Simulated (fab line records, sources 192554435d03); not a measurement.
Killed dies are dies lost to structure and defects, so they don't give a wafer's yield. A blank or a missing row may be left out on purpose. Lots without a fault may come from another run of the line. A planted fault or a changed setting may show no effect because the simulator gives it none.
Which tool did it? | flow n5_finfet | 8 lots, 24 wafers sampled, at 8 steps of a route of 1938

WHAT THE GAUGES READ, wafer by wafer
N5_BEOL_M0_SAQP_INSPECT_16: inspects for defects (brightfield).
lot  | measured     | on                | raw_defect_count
L725 | day 5 17:53  | defect_inspect-01 | 555 775 466
L728 | day 6 12:28  | defect_inspect-02 | 506 618 486
L729 | day 6 16:58  | defect_inspect-02 | 489 402 370
L734 | day 7 20:50  | defect_inspect-02 | 782 434 474
L735 | day 8 05:19  | defect_inspect-02 | 365 381 587
L737 | day 8 17:43  | defect_inspect-01 | 1083 1058 1135
L738 | day 9 00:02  | defect_inspect-02 | 1105 1345 1315
L747 | day 11 04:02 | defect_inspect-02 | 408 502 356

N5_BEOL_M0_SAQP_INSPECT_42: inspects for defects (brightfield).
lot  | measured     | on                | raw_defect_count
L725 | day 5 22:17  | defect_inspect-01 | 272 348 279
L728 | day 6 17:23  | defect_inspect-01 | 347 291 259
L729 | day 6 21:02  | defect_inspect-02 | 282 223 343
L734 | day 8 01:01  | defect_inspect-01 | 540 334 337
L735 | day 8 09:35  | defect_inspect-01 | 254 248 462
L737 | day 8 21:48  | defect_inspect-02 | 928 1022 939
L738 | day 9 04:28  | defect_inspect-02 | 885 975 931
L747 | day 11 08:05 | defect_inspect-01 | 314 290 245

N5_BEOL_M0_CUTY_INSPECT_59: inspects for defects (macro).
lot  | measured     | on                | raw_defect_count
L725 | day 5 23:46  | defect_inspect-01 | 3 3 1
L728 | day 6 18:47  | defect_inspect-01 | 1 3 0
L729 | day 6 22:18  | defect_inspect-01 | 3 1 1
L734 | day 8 02:25  | defect_inspect-01 | 2 2 1
L735 | day 8 11:04  | defect_inspect-02 | 4 0 3
L737 | day 8 23:53  | defect_inspect-02 | >300 >300 >300
L738 | day 9 05:43  | defect_inspect-02 | >300 >300 >300
L747 | day 11 09:20 | defect_inspect-01 | 1 1 5

N5_BEOL_M4_RC_MEAS_101.
lot  | measured     | on        | DIBL_N (mV/V)  | DIBL_P (mV/V)  | IOFF_N (nA/um) | IOFF_P (nA/um) | ION_N (uA/um) | ION_P (uA/um) | SS_N (mV/dec)  | SS_P (mV/dec)  | VT_N (mV)   | VT_P (mV)
L725 | day 10 06:14 | prober-02 | 40.9 39.8 40.4 | 42.8 41.1 41.4 | 0.23 0.23 0.22 | 0.29 0.26 0.25 | 690 686 673   | 468 462 460   | 72.8 72.7 72.8 | 75.1 74.3 74.4 | 246 245 247 | -246 -250 -250
L728 | day 12 06:22 | prober-02 | 35.6 32.7 33.3 | 34.3 31.2 31.2 | 0.13 0.10 0.11 | 0.21 0.16 0.17 | 655 653 672   | 456 456 465   | 71.2 70.6 70.6 | 73.0 72.5 72.5 | 254 256 254 | -249 -253 -250
L729 | day 12 02:32 | prober-01 | 36.4 36.0 36.7 | 37.3 36.2 37.5 | 0.16 0.15 0.17 | 0.22 0.20 0.22 | 674 678 683   | 461 470 468   | 72.7 72.3 72.2 | 73.3 72.6 73.2 | 251 252 248 | -247 -251 -247
L734 | day 13 04:46 | prober-02 | 36.5 34.2 34.2 | 36.2 33.7 33.5 | 0.14 0.11 0.11 | 0.19 0.16 0.15 | 669 662 658   | 460 467 455   | 70.8 70.6 70.9 | 72.8 72.4 72.8 | 253 255 256 | -250 -251 -254
L735 | day 13 19:52 | prober-01 | 39.7 35.5 38.8 | 39.9 34.3 38.9 | 0.23 0.15 0.19 | 0.25 0.16 0.23 | 696 674 671   | 467 459 460   | 72.6 71.7 71.9 | 73.8 73.0 73.4 | 247 248 249 | -251 -255 -250
L737 | day 13 21:08 | prober-02 | 35.0 36.9 35.4 | 34.0 35.9 33.5 | 0.13 0.15 0.13 | 0.18 0.21 0.18 | 681 660 670   | 470 453 458   | 70.8 72.0 71.0 | 72.6 72.5 72.5 | 253 253 250 | -253 -251 -254
L738 | day 13 17:55 | prober-02 | 35.0 34.5 37.4 | 35.5 35.7 39.5 | 0.14 0.14 0.19 | 0.21 0.21 0.28 | 663 670 677   | 456 468 467   | 71.5 71.2 71.6 | 72.9 72.8 74.7 | 253 252 248 | -248 -251 -246
L747 | day 16 01:57 | prober-01 | 36.0 36.3 37.1 | 38.2 37.8 38.4 | 0.16 0.16 0.18 | 0.22 0.20 0.22 | 676 672 672   | 464 458 462   | 71.4 72.0 72.2 | 73.3 73.1 73.3 | 253 254 252 | -250 -249 -250

WHICH TOOL RAN EACH LOT (tool, then ch and the chambers of the sampled wafers, then the start)
lot  | N5_MOL_CONTACT_COAG_CMP_52    | N5_BEOL_M0_SAQP_PECVD_96        | N5_BEOL_M0_SAQP_PECVD_04        | N5_BEOL_M0_SAQP_HM_OPEN_112
L725 | cmp-02 ch 0,1, day 5 11:33    | pecvd-04 ch 1,2, day 5 17:11    | pecvd-04 ch 1,2, day 5 17:16    | rie_diel-02 ch 0,1,3, day 5 18:14
L728 | cmp-02 ch 0,2,3, day 6 07:46  | pecvd-01 ch 1,2, day 6 11:41    | pecvd-01 ch 1,2, day 6 11:49    | rie_diel-05 ch 0,2,3, day 6 13:26
L729 | cmp-02 ch 0,1,2, day 6 09:58  | pecvd-02 ch 0,1,2, day 6 16:23  | pecvd-02 ch 0,1,2, day 6 16:29  | rie_diel-06 ch 0,2,3, day 6 17:11
L734 | cmp-01 ch 0,1, day 7 16:03    | pecvd-02 ch 0,2, day 7 20:07    | pecvd-02 ch 0,2, day 7 20:12    | rie_diel-02 ch 0,2,3, day 7 21:03
L735 | cmp-04 ch 1,2, day 8 00:38    | pecvd-02 ch 0,2, day 8 04:43    | pecvd-02 ch 0,2, day 8 04:48    | rie_diel-06 ch 0,3, day 8 05:32
L737 | cmp-01 ch 0,1, day 8 11:58    | pecvd-02 ch 0,1,2, day 8 17:01  | pecvd-02 ch 0,1,2, day 8 17:07  | rie_diel-06 ch 0,1,2, day 8 17:58
L738 | cmp-04 ch 2,3, day 8 17:50    | pecvd-02 ch 0,1,2, day 8 23:26  | pecvd-02 ch 0,1,2, day 8 23:31  | rie_diel-02 ch 0,1,2, day 9 00:17
L747 | cmp-01 ch 0,1,3, day 10 23:28 | pecvd-04 ch 0,1,2, day 11 03:26 | pecvd-04 ch 0,1,2, day 11 03:31 | rie_diel-05 ch 0,1,3, day 11 04:16
- N5_MOL_CONTACT_COAG_CMP_52: polishes, stops on SiO2, t overpolish 1.5 s, target thk 66.5 nm.
- N5_BEOL_M0_SAQP_PECVD_96: deposits a-Si from SiH4/He, target thk 45 nm, time 45.2 s.
- N5_BEOL_M0_SAQP_PECVD_04: deposits a-Si from SiH4/He, target thk 60 nm, time 60.2 s.
- N5_BEOL_M0_SAQP_HM_OPEN_112: chemistry CHF3/O2, target SiO2, stops on a-Si, target depth 12 nm, time 13.5 s.

WHAT THE TOOLS THEMSELVES READ (means of the sampled wafers that have a number; where no wafer has one, the mark that the record gives instead)
N5_MOL_CONTACT_COAG_CMP_52.
lot  | tool   | motor_current_A (A) | overpolish_run_s (s) | time_to_endpoint_s (s)
L725 | cmp-02 | 11.7                | 1.500                | 11.7
L728 | cmp-02 | 12.4                | 1.496                | 14.6
L729 | cmp-02 | 12.4                | 1.501                | 14.3
L734 | cmp-01 | 13.0                | 1.496                | 11.6
L735 | cmp-04 | 11.1                | 1.491                | 13.5
L737 | cmp-01 | 12.6                | 1.513                | 11.8
L738 | cmp-04 | 11.8                | 1.494                | 14.4
L747 | cmp-01 | 12.6                | 1.501                | 11.2

N5_BEOL_M0_SAQP_PECVD_96.
lot  | tool     | heater_power_w (W) | showerhead_plenum_p_Torr (Torr) | showerhead_vpp_V (V) | throttle_valve_pct (%)
L725 | pecvd-04 | 678                | 5.70                            | 647                  | 17.7
L728 | pecvd-01 | 622                | 5.64                            | 570                  | 19.8
L729 | pecvd-02 | 591                | 5.64                            | 592                  | 18.5
L734 | pecvd-02 | 598                | 5.63                            | 592                  | 17.8
L735 | pecvd-02 | 638                | 5.62                            | 599                  | 19.1
L737 | pecvd-02 | 654                | 5.64                            | 599                  | 18.5
L738 | pecvd-02 | 653                | 5.64                            | 596                  | 18.5
L747 | pecvd-04 | 655                | 5.66                            | 666                  | 18.1

N5_BEOL_M0_SAQP_PECVD_04.
lot  | tool     | heater_power_w (W) | showerhead_plenum_p_Torr (Torr) | showerhead_vpp_V (V) | throttle_valve_pct (%)
L725 | pecvd-04 | 695                | 5.68                            | 652                  | 17.8
L728 | pecvd-01 | 699                | 5.65                            | 578                  | 19.8
L729 | pecvd-02 | 596                | 5.64                            | 593                  | 18.6
L734 | pecvd-02 | 657                | 5.62                            | 591                  | 17.9
L735 | pecvd-02 | 651                | 5.62                            | 595                  | 19.1
L737 | pecvd-02 | 649                | 5.64                            | 594                  | 18.7
L738 | pecvd-02 | 649                | 5.63                            | 595                  | 18.5
L747 | pecvd-04 | 627                | 5.67                            | 664                  | 18.1

N5_BEOL_M0_SAQP_HM_OPEN_112.
lot  | tool        | bias_w (W) | drypump_motor_current_A (A) | oes_o_777_au (a.u.) | oes_product_au (a.u.) | rf_vpp_V (V) | showerhead_plenum_p_Torr (Torr) | throttle_valve_pct (%)
L725 | rie_diel-02 | 170.0      | 5.4                         | 0.75                | 0.49                  | 520          | 2.34                            | 18.88
L728 | rie_diel-05 | 169.7      | 5.7                         | 0.74                | 0.48                  | 526          | 2.46                            | 18.85
L729 | rie_diel-06 | 169.9      | 6.1                         | 0.79                | 0.50                  | 515          | 2.38                            | 18.65
L734 | rie_diel-02 | 169.8      | 5.8                         | 0.76                | 0.49                  | 523          | 2.32                            | 18.94
L735 | rie_diel-06 | 170.3      | 6.1                         | 0.75                | 0.48                  | 515          | 2.34                            | 18.57
L737 | rie_diel-06 | 170.0      | 5.6                         | 0.78                | 0.50                  | 520          | 2.42                            | 18.83
L738 | rie_diel-02 | 170.2      | 5.6                         | 0.79                | 0.52                  | 524          | 2.38                            | 18.92
L747 | rie_diel-05 | 169.8      | 6.1                         | 0.73                | 0.48                  | 523          | 2.42                            | 18.84

THE ANSWER, worked out from the rows above alone
Rule: what is usual is taken from the lots themselves. Put in order of their means at a reading, lots are off if they are a third of the lots or fewer, leave a main group of 4 or more, and stand apart from it by a gap of 3 or more times the standard deviation of the main group's means; of several such gaps the widest counts. A main group whose means are all the same, to the digits that the tables above print for the reading, isn't used. A lot without any number at a reading at which 4 lots or more have one is off too. The other lots that the step has rows for count as sound. The gauges are gone through in route order, then the tools' own readings, and for those a lot's mean is taken as printed above. The first step at which some lot is off is used, and at that step the reading that is off furthest; a lot without a number counts as furthest.
Off: L737, L738, at N5_BEOL_M0_SAQP_INSPECT_16 (raw_defect_count). The main group: mean 498, standard deviation 71.
A tool fits if, at a process step before that reading, it ran every lot that is off, and no sound lot after the first of them. The gauges at N5_BEOL_M0_SAQP_INSPECT_16 are tried like those tools. One fits: pecvd-02 at N5_BEOL_M0_SAQP_PECVD_96 and N5_BEOL_M0_SAQP_PECVD_04. At N5_BEOL_M0_SAQP_PECVD_96 its last sound lot is L735 (day 8 04:43), its first lot that is off L737 (day 8 17:01): a fault that began between those two fits.

WHAT THE SIMULATOR HAD PUT IN
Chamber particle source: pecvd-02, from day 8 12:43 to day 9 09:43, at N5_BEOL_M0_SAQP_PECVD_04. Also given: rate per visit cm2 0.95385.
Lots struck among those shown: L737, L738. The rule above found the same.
